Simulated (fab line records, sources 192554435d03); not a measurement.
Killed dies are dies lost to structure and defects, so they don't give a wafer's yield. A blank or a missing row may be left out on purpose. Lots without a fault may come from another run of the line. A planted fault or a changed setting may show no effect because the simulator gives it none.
Which tool did it? | flow n5_finfet | 9 lots, 27 wafers sampled, at 5 steps of a route of 1938

WHAT THE GAUGES READ, wafer by wafer
N5_BEOL_M4_RC_MEAS_101.
lot  | measured     | on        | DIBL_N (mV/V)  | DIBL_P (mV/V)  | IOFF_N (nA/um)    | IOFF_P (nA/um) | ION_N (uA/um) | ION_P (uA/um) | SS_N (mV/dec)  | SS_P (mV/dec)  | VT_N (mV)   | VT_P (mV)
L964 | day 9 04:28  | prober-01 | 33.5 33.3 34.0 | 33.1 32.9 33.4 | 0.131 0.129 0.138 | 0.17 0.17 0.16 | 676 670 675   | 461 453 460   | 71.2 71.2 70.9 | 72.3 73.0 73.1 | 249 251 253 | -254 -255 -254
L966 | day 9 19:20  | prober-02 | 33.6 31.6 31.3 | 34.0 31.3 31.5 | 0.139 0.109 0.106 | 0.22 0.18 0.18 | 672 659 655   | 467 467 457   | 71.6 70.8 70.6 | 73.1 71.9 71.9 | 250 252 253 | -246 -249 -247
L972 | day 11 10:08 | prober-01 | 34.9 35.5 34.3 | 33.6 35.2 33.2 | 0.126 0.131 0.118 | 0.17 0.18 0.16 | 671 661 664   | 460 459 454   | 71.2 70.9 70.7 | 72.4 73.8 72.8 | 255 254 254 | -254 -254 -256
L973 | day 11 23:14 | prober-02 | 36.7 38.4 38.0 | 36.5 37.9 37.9 | 0.161 0.194 0.191 | 0.26 0.30 0.30 | 684 687 692   | 474 478 478   | 71.2 72.3 71.5 | 73.9 73.7 73.6 | 250 246 248 | -244 -242 -239
L979 | day 13 23:04 | prober-01 | 34.1 34.5 34.7 | 34.2 33.9 36.2 | 0.138 0.140 0.165 | 0.20 0.19 0.24 | 668 670 696   | 462 459 477   | 70.5 71.0 71.9 | 73.2 73.2 73.1 | 251 253 246 | -247 -249 -246
L980 | day 14 05:44 | prober-01 | 33.6 36.4 33.3 | 33.2 36.0 32.2 | 0.113 0.156 0.106 | 0.18 0.22 0.16 | 655 676 656   | 462 475 455   | 70.6 71.6 70.8 | 72.5 73.7 71.9 | 253 252 255 | -249 -248 -252
L982 | day 14 19:01 | prober-02 | 38.4 33.5 35.1 | 38.9 34.8 36.8 | 0.223 0.133 0.157 | 0.25 0.19 0.21 | 674 675 681   | 451 461 466   | 72.7 70.7 70.6 | 74.1 72.9 73.5 | 250 252 248 | -248 -248 -252
L983 | day 15 03:55 | prober-01 | 37.5 35.5 36.4 | 36.4 34.0 35.6 | 0.162 0.135 0.157 | 0.26 0.23 0.25 | 673 673 677   | 469 466 476   | 71.4 71.0 71.7 | 73.5 73.5 74.0 | 252 251 250 | -244 -247 -243
L984 | day 15 04:52 | prober-01 | 35.0 34.8 35.2 | 35.3 36.6 35.1 | 0.138 0.135 0.132 | 0.21 0.23 0.21 | 667 661 677   | 463 462 474   | 71.1 71.2 71.0 | 73.1 73.1 73.1 | 249 249 249 | -248 -247 -248

N5_BEOL_M13_CD_MEAS_28: target cd 209.5 nm.
lot  | measured     | on        | cd_nm (nm)
L964 | day 13 00:16 | cd_sem-02 | 208.9 208.2 208.0
L966 | day 13 13:26 | cd_sem-03 | 207.9 210.3 208.7
L972 | day 14 14:37 | cd_sem-01 | 209.1 208.4 208.3
L973 | day 14 23:02 | cd_sem-01 | 208.2 207.7 208.4
L979 | day 17 16:46 | cd_sem-03 | 211.2 209.1 207.9
L980 | day 17 04:32 | cd_sem-03 | 209.6 209.8 208.3
L982 | day 18 10:37 | cd_sem-01 | 210.7 210.4 210.2
L983 | day 18 09:44 | cd_sem-03 | 208.6 209.4 210.1
L984 | day 18 12:44 | cd_sem-02 | 209.3 207.9 209.2

N5_BEOL_M13_THK_MEAS_50: measures by xrf.
lot  | measured     | on            | M13_THK (nm)
L964 | day 13 07:22 | film_metro-01 | 410 409 409
L966 | day 13 16:07 | film_metro-02 | 424 417 409
L972 | day 14 18:53 | film_metro-01 | 439 429 438
L973 | day 15 04:58 | film_metro-02 | 428 424 433
L979 | day 17 23:52 | film_metro-01 | 427 430 412
L980 | day 17 08:18 | film_metro-01 | 417 422 426
L982 | day 18 16:49 | film_metro-01 | 418 426 419
L983 | day 18 17:17 | film_metro-01 | 419 420 431
L984 | day 18 17:00 | film_metro-02 | 423 411 426

WHICH TOOL RAN EACH LOT (tool, then ch and the chambers of the sampled wafers, then the start)
lot  | N5_BEOL_M13_SPUTTER_44       | N5_BEOL_M13_CMP_49
L964 | pvd_sputter-03, day 13 06:25 | cmp-02 ch 1,2, day 13 07:05
L966 | pvd_sputter-02, day 13 14:53 | cmp-02 ch 0,1,3, day 13 15:53
L972 | pvd_sputter-01, day 14 17:55 | cmp-04 ch 0,1,2, day 14 18:37
L973 | pvd_sputter-01, day 15 03:59 | cmp-04 ch 0,1,3, day 15 04:40
L979 | pvd_sputter-01, day 17 22:54 | cmp-04 ch 2,3, day 17 23:34
L980 | pvd_sputter-01, day 17 07:21 | cmp-04 ch 0,2,3, day 17 08:02
L982 | pvd_sputter-01, day 18 15:26 | cmp-04 ch 0,2,3, day 18 16:34
L983 | pvd_sputter-02, day 18 15:49 | cmp-04 ch 0,1,3, day 18 17:06
L984 | pvd_sputter-01, day 18 15:48 | cmp-03 ch 1,2, day 18 16:43
- N5_BEOL_M13_SPUTTER_44: material Ta, target thk 10 nm, time 16.13 s.
- N5_BEOL_M13_CMP_49: polishes, stops on SiOC, t overpolish 17.1 s, target thk 420 nm.

WHAT THE TOOLS THEMSELVES READ (means of the sampled wafers that have a number; where no wafer has one, the mark that the record gives instead)
N5_BEOL_M13_SPUTTER_44.
lot  | tool           | bias_v (V) | cathode_dc_power_W (W) | susceptor_temp_C (C) | throttle_valve_pct (%)
L964 | pvd_sputter-03 | 79.9       | 14997                  | 49.91                | 29.5
L966 | pvd_sputter-02 | 80.5       | 15001                  | 50.02                | 30.9
L972 | pvd_sputter-01 | -          | -                      | -                    | -
L973 | pvd_sputter-01 | -          | -                      | -                    | -
L979 | pvd_sputter-01 | 79.4       | 15003                  | 50.08                | 30.4
L980 | pvd_sputter-01 | 80.4       | 15000                  | 49.99                | 31.0
L982 | pvd_sputter-01 | 80.8       | 15001                  | 50.18                | 30.6
L983 | pvd_sputter-02 | 80.7       | 15000                  | 49.91                | 30.9
L984 | pvd_sputter-01 | 79.0       | 15002                  | 49.97                | 30.9

N5_BEOL_M13_CMP_49.
lot  | tool   | barrier_field_endpoint_s (s) | edge_zone_pressure_frac | motor_current_A (A)
L964 | cmp-02 | 30.3                         | 0.995                   | 5.3
L966 | cmp-02 | 29.4                         | 1.004                   | 5.8
L972 | cmp-04 | 18.0                         | 0.994                   | 5.7
L973 | cmp-04 | 18.1                         | 0.998                   | 6.1
L979 | cmp-04 | 30.6                         | 1.004                   | 5.9
L980 | cmp-04 | 29.8                         | 0.998                   | 5.7
L982 | cmp-04 | 30.7                         | 0.997                   | 6.0
L983 | cmp-04 | 30.2                         | 0.993                   | 5.9
L984 | cmp-03 | 30.7                         | 1.000                   | 6.1

THE ANSWER, worked out from the rows above alone
Rule: what is usual is taken from the lots themselves. Put in order of their means at a reading, lots are off if they are a third of the lots or fewer, leave a main group of 4 or more, and stand apart from it by a gap of 3 or more times the standard deviation of the main group's means; of several such gaps the widest counts. A main group whose means are all the same, to the digits that the tables above print for the reading, isn't used. A lot without any number at a reading at which 4 lots or more have one is off too. The other lots that the step has rows for count as sound. The gauges are gone through in route order, then the tools' own readings, and for those a lot's mean is taken as printed above. The first step at which some lot is off is used, and at that step the reading that is off furthest; a lot without a number counts as furthest.
Off: L972, L973, at N5_BEOL_M13_SPUTTER_44 (bias_v). Without a number there: L972, L973. The main group: mean 80.1 V, standard deviation 0.64.
A tool fits if, at that step or a process step before it, it ran every lot that is off, and no sound lot after the first of them. None of those tried fits.

WHAT THE SIMULATOR HAD PUT IN
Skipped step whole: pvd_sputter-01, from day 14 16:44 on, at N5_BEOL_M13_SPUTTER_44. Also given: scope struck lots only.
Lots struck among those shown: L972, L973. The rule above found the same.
